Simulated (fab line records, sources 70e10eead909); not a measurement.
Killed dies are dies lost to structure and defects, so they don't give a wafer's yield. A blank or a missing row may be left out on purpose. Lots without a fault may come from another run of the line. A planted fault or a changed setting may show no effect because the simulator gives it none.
Chamber matching | flow nand_harc | NHARC_P_M1_ETCH_35 on rie_diel-02: 4 sister chambers
The step etches the open film in N2/H2, target depth 40 nm, overetch 12 nm, time 43.94 s. 8 wafers are shown with their chamber, then 10 later ones without.

WAFERS WITH THEIR CHAMBER
wafer  | chamber | drypump_motor_current_A (A) | rf_vpp_V (V)
L080.3 | 3       | 5.4                         | 434
L080.5 | 1       | 5.6                         | 433
L081.3 | 3       | 5.4                         | 434
L081.4 | 0       | 6.2                         | 427
L082.5 | 1       | 5.6                         | 432
L082.6 | 2       | 5.6                         | 427
L084.1 | 2       | 5.5                         | 428
L084.3 | 0       | 6.1                         | 428

WAFERS WITHOUT THEIR CHAMBER
wafer  | drypump_motor_current_A (A) | rf_vpp_V (V)
L084.6 | 5.5                         | 432
L086.1 | 5.5                         | 428
L086.4 | 6.2                         | 426
L086.5 | 5.5                         | 429
L087.1 | 6.2                         | 426
L087.2 | 5.5                         | 433
L087.3 | 5.5                         | 429
L093.2 | 6.2                         | 426
L093.4 | 5.4                         | 435
L093.6 | 6.2                         | 427

WHICH CHAMBER EACH WENT THROUGH
wafer  | from the rows above     | in truth
L084.6 | can't be placed: 1 or 3 | 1
L086.1 | 2                       | 2
L086.4 | 0                       | 0
L086.5 | 2                       | 2
L087.1 | 0                       | 0
L087.2 | can't be placed: 1 or 3 | 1
L087.3 | 2                       | 2
L093.2 | 0                       | 0
L093.4 | 3                       | 3
L093.6 | 0                       | 0
Placed correctly: 8 of 10. Can't be placed from these rows: 2 (the true chamber is among the candidates in 2). Placed wrongly: 0.
How it was worked out, from the rows above alone: a wafer's distance from a chamber is the root of the sum, over the readings, of the square of ((its reading less the chamber's mean) divided by the reading's scatter). The wafer belongs to the nearest chamber; if the next one is less than 2 further off, it can't be placed. A chamber's mean is the mean of its shown wafers. The scatter: the root of (the sum of the squares of (reading less its chamber's mean) over the shown wafers, divided by (wafers less chambers)).
